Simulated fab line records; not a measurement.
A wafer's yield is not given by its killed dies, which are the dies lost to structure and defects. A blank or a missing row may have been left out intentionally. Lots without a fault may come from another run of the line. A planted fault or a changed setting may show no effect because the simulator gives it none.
Chamber matching | flow nand harc | NHARC_P_CONTACT_ALD_22 on ald metal-03 has 4 sister chambers
The step deposits TiN, target thk 3 nm, pulse time 1 s, ald cycles 150. 8 wafers are shown with their chamber, then 9 later ones without.

== EACH WAFER AND ITS CHAMBER ==
wafer  | chamber | heater power w (W) | precursor pulse height rel
L075.2 | 2       | 962                | 1.015
L077.4 | 2       | 964                | 0.995
L078.5 | 0       | 1259               | 0.955
L081.5 | 1       | 1102               | 1.001
L081.6 | 0       | 1225               | 0.991
L084.2 | 1       | 1086               | 1.037
L084.3 | 3       | 944                | 1.014
L084.6 | 3       | 934                | 0.974

== WAFERS WHOSE CHAMBER IS MISSING ==
wafer  | heater power w (W) | precursor pulse height rel
L089.2 | 1187               | 0.979
L089.4 | 1084               | 1.019
L089.6 | 939                | 0.993
L093.1 | 1092               | 1.005
L093.2 | 1209               | 1.022
L093.4 | 945                | 0.994
L097.2 | 929                | 0.996
L097.5 | 943                | 1.007
L097.6 | 1093               | 1.028

== EACH ONE'S CHAMBER ==
wafer  | from the rows above     | in truth
L089.2 | 0                       | 0
L089.4 | 1                       | 1
L089.6 | can't be placed: 3 or 2 | 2
L093.1 | 1                       | 1
L093.2 | 0                       | 0
L093.4 | can't be placed: 3 or 2 | 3
L097.2 | can't be placed: 3 or 2 | 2
L097.5 | can't be placed: 3 or 2 | 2
L097.6 | 1                       | 1
Correctly placed: 5 of 9. Can't be placed from these rows: 4 (the true chamber is among the candidates in 4). Number placed wrongly: 0.
How it was worked out, from the rows above alone: a wafer's distance from a chamber is the root of the sum, over the readings, of the square of ((its reading less the chamber's mean) divided by the reading's scatter). The wafer belongs to the nearest chamber; if the next one is less than 2 further off, it can't be placed. A chamber's mean is the mean of its shown wafers. How the scatter is found: for the shown wafers, subtract from each reading the mean of its chamber, square and add these, divide the total by (wafers less chambers), then take the root.
